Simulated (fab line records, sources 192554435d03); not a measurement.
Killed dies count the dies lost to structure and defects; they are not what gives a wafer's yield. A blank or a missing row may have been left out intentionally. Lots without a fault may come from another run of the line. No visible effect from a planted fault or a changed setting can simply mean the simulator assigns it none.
One fault through the eyes of 2 desks -- flow n5Finfet -- each desk has only its own numbers; what lay behind them comes last

FROM THE METROLOGY DESK
What the gauges read for every lot (on any tool): the sampled wafers with a number, averaged. Any lot whose mean is over 4 standard deviations away from the usual mean is out of limits and marked OUT; that distance is given in the brackets.
Columns: A = cdNm at N5_BEOL_M15_CD_MEAS_10, usual 358.6 nm; B = V14_OVL at N5_BEOL_M15_OVL_MEAS_11, usual 1 nm
lot,first seen here,A,B
L898,day 11 03:55,359.1,-0
L902,day 12 04:22,360.1,12
L900,day 12 05:26,355.9,-3
L905,day 12 13:26,359.2,-10
L903,day 12 18:55,358.6,4
L908,day 14 11:06,358.0,-1
L912,day 14 14:03,358.5,-1
L913,day 15 19:16,359.2,-5
L916,day 15 19:56,358.0,4
L919,day 17 03:04,359.5,6
L918,day 17 03:21,355.7,0
L920,day 17 03:37,359.8,0
This desk found nothing out of limits on any of the 12 lots.

AT THE TOOL OWNER'S DESK: rieDiel-05
The tool's own readings at N5_BEOL_M15_VIA_ETCH_16 (etches SiO2 in C4F8/O2/Ar, target depth 1792.2 nm): means of the sampled wafers that have a number, for each lot that ran on this tool. Any lot whose mean is over 4 standard deviations away from the usual mean is out of limits and marked OUT; that distance is given in the brackets.
Columns: A = drypumpMotorCurrentA at N5_BEOL_M15_VIA_ETCH_16, usual 5.8 A; B = oesProductAu at N5_BEOL_M15_VIA_ETCH_16, usual 0.74 a.u.; C = rfVppV at N5_BEOL_M15_VIA_ETCH_16, usual 2207 V; D = showerheadPlenumPTorr at N5_BEOL_M15_VIA_ETCH_16, usual 3.41 Torr; E = throttleValvePct at N5_BEOL_M15_VIA_ETCH_16, usual 30.83 %
lot,first seen here,A,B,C,D,E
L898,day 11 04:05,5.5,0.77,2230,3.48,30.69
L905,day 12 13:37,5.5,0.76,2230,3.48,30.71
L912,day 14 14:21,5.5,0.74,2229,3.47,30.71
L913,day 15 19:29,5.5,0.88,2218,3.48,31.11
L916,day 15 20:23,5.6,0.90,2238,3.46,30.95
This desk found nothing out of limits on any of the 5 lots.

TAKEN TOGETHER
At the metrology desk, nothing out of limits was observed.
The desk of the tool owner found nothing out of limits.

WHAT THE SIMULATOR HAD PUT IN
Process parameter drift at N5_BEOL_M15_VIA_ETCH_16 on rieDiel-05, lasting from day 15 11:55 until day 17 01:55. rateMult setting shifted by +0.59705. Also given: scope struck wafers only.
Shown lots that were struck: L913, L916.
